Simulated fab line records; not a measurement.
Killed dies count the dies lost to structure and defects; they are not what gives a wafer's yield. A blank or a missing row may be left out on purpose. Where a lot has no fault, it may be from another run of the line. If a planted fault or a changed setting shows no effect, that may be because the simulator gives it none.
Comparing a struck lot with a sound one ; flow nandHarc ; 14 out of 1302 route steps
Sound: wafers L398.1, L398.3, L398.4. Wafers L408.1, L408.2, L408.6 were the ones struck. The cause is given at the end.
At each step with rows: each side's tool, then ch and its chambers, then its first start. Under that, the readings that differ: sound wafers ; struck wafers ; difference of the means ; sigmas: that difference in standard deviations of wafers without a fault.
alike: a reading whose means differ by less than 2 such deviations, as well as words and numbers matching on both sides. not compared: withheld readings; readings where some wafer has no value; bounds like >300 that might hide an equal value; numbers whose values overlap and for which the record gives no deviation.
A row with sigmas, a row that says differs or no value, or rows on one side alone: a step with any of these is where the two part. When numbers do not overlap yet have no deviation, they are printed without sigmas and do not part them. A reading missing from all wafers of one side parts the sides only when that side holds two or more wafers.

first, 2 steps without rows for these wafers: NHARC_A_ONON_D1_ANNEAL_15 (time 3600 s); NHARC_A_ONON_D1_DEP_16 (target thk 1000 nm).
NHARC_A_ONON_D1_THK_MEAS_18: measures by ellipsometry.
  sound on filmMetro-01 at day 7 22:25; struck on filmMetro-02 at day 12 15:42
reading;sound;struck;difference;sigmas
thkNm (nm);981 982 982;1010 1011 1012;+29;+3
following that, 1 step holds no rows for these wafers, namely NHARC_A_ONON_D1_DEP_19 (target thickness 1000 nm).
NHARC_A_ONON_D1_THK_MEAS_21: measures by ellipsometry.
  sound on filmMetro-01 at day 7 22:59; struck on filmMetro-02 at day 12 16:17
  alike: thkNm
following that, 1 step holds no rows for these wafers, namely NHARC_A_ONON_D1_DEP_22 (target thickness 1000 nm).
NHARC_A_ONON_D1_THK_MEAS_24: measures by ellipsometry.
  sound on filmMetro-02 at day 7 23:32; struck on filmMetro-02 at day 12 16:52
  alike: thkNm
following that, 1 step holds no rows for these wafers, namely NHARC_A_ONON_D1_DEP_25 (target thickness 1000 nm).
NHARC_A_ONON_D1_THK_MEAS_27: measures by ellipsometry.
  sound on filmMetro-02 at day 8 00:07; struck on filmMetro-02 at day 12 17:25
reading;sound;struck;difference;sigmas
thkNm (nm);996 994 996;1020 1019 1020;+24;+2
following that, 1 step holds no rows for these wafers, namely NHARC_A_ONON_D1_DEP_28 (target thickness 1000 nm).
NHARC_A_ONON_D1_THK_MEAS_30: measures by ellipsometry.
  sound on filmMetro-01 at day 8 00:40; struck on filmMetro-01 at day 12 17:59
  alike: thkNm
NHARC_A_ONON_D1_DEP_33: deposits SiO2, target thk 200 nm.
  sound on pecvd-02 ch 0,1, day 8 00:44; struck on pecvd-02 ch 0,1, day 12 18:02
reading;sound;struck;difference;sigmas
mfcPrecursorSccm (sccm);160.9 161.4 161.3;171.7 172.3 172.1;+10.8;+20
  alike: chamberPressureTorr, heaterPowerOuterW, heaterPowerW, showerheadVppV, throttleValvePct
NHARC_A_ONON_D1_THK_MEAS_34: measures by ellipsometry.
  sound on filmMetro-01 at day 8 01:17; struck on filmMetro-01 at day 12 18:27
reading;sound;struck;difference;sigmas
thkNm (nm);197.2 202.2 200.5;214.9 210.1 215.9;+13.7;+5
-- break in the record here, with 16 days between the starts of the struck wafers on either side (left off in module A_ONON_D1, picked up again in module END, where the first step shown is number 1302 on the route) --
NHARC_END_SORT_01:
  the record has rows for the struck wafers here (prober-02 ch 0, day 28 15:16) and none for the sound ones

== WHERE THEY PART ==
Earliest at NHARC_A_ONON_D1_THK_MEAS_18; latest, in this record, at NHARC_END_SORT_01.

WHY: whatever the simulator had introduced
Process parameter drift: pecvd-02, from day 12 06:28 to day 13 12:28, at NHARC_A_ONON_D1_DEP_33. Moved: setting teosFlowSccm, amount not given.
